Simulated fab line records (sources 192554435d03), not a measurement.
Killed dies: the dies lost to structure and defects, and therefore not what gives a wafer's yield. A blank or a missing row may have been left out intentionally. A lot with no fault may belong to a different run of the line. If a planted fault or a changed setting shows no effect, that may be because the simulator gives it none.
Comparing a struck lot with a sound one ; flow n5-finfet ; 35 out of 1938 route steps
Sound: wafers L606.2, L606.4, L606.6. Struck: wafers L596.1, L596.2 (left out: L596.5, a lot-mate that was not struck); the cause follows at the end.
For every step that has rows: the tool of each side, followed by ch and its chambers, followed by its first start. Under that, the readings that differ: sound wafers ; struck wafers ; difference of the means ; sigmas: that difference in standard deviations of wafers without a fault.
alike: readings whose means differ by less than 2 such deviations, and words and numbers that are the same on both sides. not compared: withheld readings, readings that some wafer has no value for, bounds like >300 that may hide the same value, and numbers for which the record gives no deviation and whose values overlap.
Wherever a step has rows on one side only, a row that says differs or no value, or a row with sigmas, the two part there. When numbers do not overlap yet have no deviation, they are printed without sigmas and do not part them. Lack of a reading on every wafer of one side parts them only where that side has two or more wafers.

first, 8 steps without rows for these wafers: N5_BEOL_M7_SPUTTER_48 (material Cu, target thk 10 nm, time 1.667 s); N5_BEOL_M7_ECD_50 (material Cu, target thk 300 nm); N5_BEOL_M7_ANNEAL_51 (time 90 s); N5_BEOL_M7_CMP_52 (polishes, stops on SiCOH lowk, t overpolish 6.9 s, target thk 80 nm); N5_BEOL_M7_PRE_CLEAN_55 (time 15 s); N5_BEOL_M7_DEP_56 (deposits SiCN from 3MS/NH3, target thk 10 nm, time 17.5 s); N5_BEOL_M8_ILD_DEP_00 (deposits SiCOH lowk from DEMS/porogen, target thk 179.75 nm, time 33.4 s); N5_BEOL_M8_CURE_74 (cures SiCOH lowk, time 240 s).
N5_BEOL_M8_PECVD_70: deposits SiO2 from TEOS/O2, target thk 20 nm, time 22.7 s.
  sound on pecvd-02 ch 0,1,2, day 13 19:48; struck on pecvd-04 ch 1,2, day 10 21:37
reading;sound;struck;difference;sigmas
model.SiO2_of_BEOL_M8_PECVD_70.thk-nm (nm);20 19.6 19.6;19.4 19;-0.5;
  alike: heater-power-outer-w, heater-power-w, showerhead-plenum-p-Torr, showerhead-vpp-V, throttle-valve-pct
then, 25 steps without rows for these wafers: N5_BEOL_M8_HM_DEP_02 (deposits TiN, target thk 20 nm); N5_BEOL_M8_COAT_59 (time 60 s, resist thk 100 nm); N5_BEOL_M8_COAT_60 (time 60 s, resist thk 35 nm); N5_BEOL_M8_COAT_05 (resist thk 90 nm); N5_BEOL_M8_EBR_07; N5_BEOL_M8_SOFTBAKE_06 (time 60 s); N5_BEOL_M8_EXPOSE_08 (exposes mask M8); N5_BEOL_M8_PEB_09 (peb time 60 s); N5_BEOL_M8_DEVELOP_10 (develop time 30 s); N5_BEOL_M8_DESCUM_16 (chemistry O2, time 7.9 s); N5_BEOL_M8_ETCH_61 (etches SiARC in CF4, target depth 45.5 nm, time 75.8 s); N5_BEOL_M8_ETCH_62 (etches SOC in N2/H2, target depth 110 nm, overetch 22 nm, time 165 s); N5_BEOL_M8_STRIP_68 (strips in N2/H2); N5_BEOL_M8_STRIP_67 (strips in CF4); N5_BEOL_M8_HM_OPEN_17 (chemistry Cl2/BCl3, target TiN, target depth 20 nm, overetch 6 nm); N5_BEOL_M8_STRIP_19 (strips in O2); N5_BEOL_M8_COAT_63 (time 60 s, resist thk 60 nm); N5_BEOL_M8_COAT_64 (time 60 s, resist thk 12 nm); N5_BEOL_M8_COAT_71 (time 60 s, resist thk 5 nm); N5_BEOL_M8_COAT_22 (resist thk 30 nm); N5_BEOL_M8_EBR_24; N5_BEOL_M8_SOFTBAKE_23 (time 60 s); N5_BEOL_M8_EXPOSE_25 (exposes mask V7, target cd 40 nm); N5_BEOL_M8_PEB_26 (peb time 60 s); N5_BEOL_M8_DEVELOP_27 (develop time 30 s).
N5_BEOL_M8_HM_STRIP_39: strips TiN in peroxide tin strip, target depth 25 nm, time 158 s.
  sound on wet-bench-04 ch 0,4,6, day 13 22:38; struck on wet-bench-04 ch 1,3, day 11 01:26
  not compared: model.SiO2_of_BEOL_M8_PECVD_70.thk-nm

== WHERE THEY PART ==
Nowhere in this record.

WHY: whatever the simulator had introduced
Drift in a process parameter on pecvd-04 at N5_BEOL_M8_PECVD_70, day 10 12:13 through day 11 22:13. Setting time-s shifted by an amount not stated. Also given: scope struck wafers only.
